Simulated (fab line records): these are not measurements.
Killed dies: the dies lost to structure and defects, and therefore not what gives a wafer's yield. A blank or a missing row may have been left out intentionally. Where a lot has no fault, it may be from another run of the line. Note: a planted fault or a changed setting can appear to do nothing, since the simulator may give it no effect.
Chamber matching	flow nandHarc	NHARC_P_M0_DESCUM_14 on rieDiel-11: 4 sister chambers
The step chemistry O2, time 3 s. 16 wafers are shown with their chamber, then 8 later ones without.

== WAFERS WITH THEIR CHAMBER ==
wafer	chamber	showerheadPlenumPTorr (Torr)	drypumpMotorCurrentA (A)	oesProductAu (a.u.)
L782.1	1	1.95	5.5	1.001
L782.2	3	1.82	6.5	1.010
L782.5	1	1.95	5.5	1.016
L783.3	2	1.96	5.4	1.003
L783.4	0	2.01	5.2	0.999
L783.6	0	2.01	5.2	0.994
L787.3	1	1.95	5.5	1.009
L787.4	3	1.82	6.6	1.016
L787.6	1	1.95	5.4	1.001
L790.1	0	2.01	5.2	0.992
L790.4	1	1.95	5.4	1.000
L790.6	0	2.01	5.2	1.001
L795.2	0	2.00	5.2	1.009
L795.5	1	1.95	5.5	0.998
L795.6	0	2.00	5.2	0.998
L796.2	2	1.96	5.5	1.004

SIGNATURES (means of the wafers above)
reading	chamber 0	chamber 1	chamber 2	chamber 3	scatter within a chamber
showerheadPlenumPTorr	2.0067	1.9500	1.9600	1.8200	0.00333
drypumpMotorCurrentA	5.200	5.467	5.450	6.550	0.0441
oesProductAu	0.99883	1.00417	1.00350	1.01300	0.00603
Rule: for each reading, subtract the chamber's mean from the wafer's reading, divide by that reading's scatter and square the result; add these up over the readings and take the root, which gives the wafer's distance from the chamber. The wafer belongs to the nearest chamber; if the next one is less than 2 further off, it can't be placed. The scatter: the root of (the sum of the squares of (reading less its chamber's mean) over the shown wafers, divided by (wafers less chambers)).

== WAFERS WITHOUT THEIR CHAMBER ==
wafer	showerheadPlenumPTorr (Torr)	drypumpMotorCurrentA (A)	oesProductAu (a.u.)
L796.5	2.00	5.2	0.998
L796.6	1.95	5.5	0.998
L800.4	1.96	5.5	1.003
L800.5	1.95	5.5	0.997
L800.6	1.96	5.5	1.011
L802.1	2.00	5.2	1.003
L802.3	1.81	6.6	1.009
L802.5	2.00	5.2	1.007

== THE CHAMBER EACH PASSED THROUGH ==
wafer	from the rows above	in truth
L796.5	0	0
L796.6	1	1
L800.4	can't be placed: 2 or 1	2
L800.5	can't be placed: 1 or 2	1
L800.6	can't be placed: 2 or 1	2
L802.1	0	0
L802.3	3	3
L802.5	0	0
Placed correctly: 5 of 8. From these rows, 3 cannot be placed; in 3 the true chamber is one of the candidates. Wrongly placed: 0.
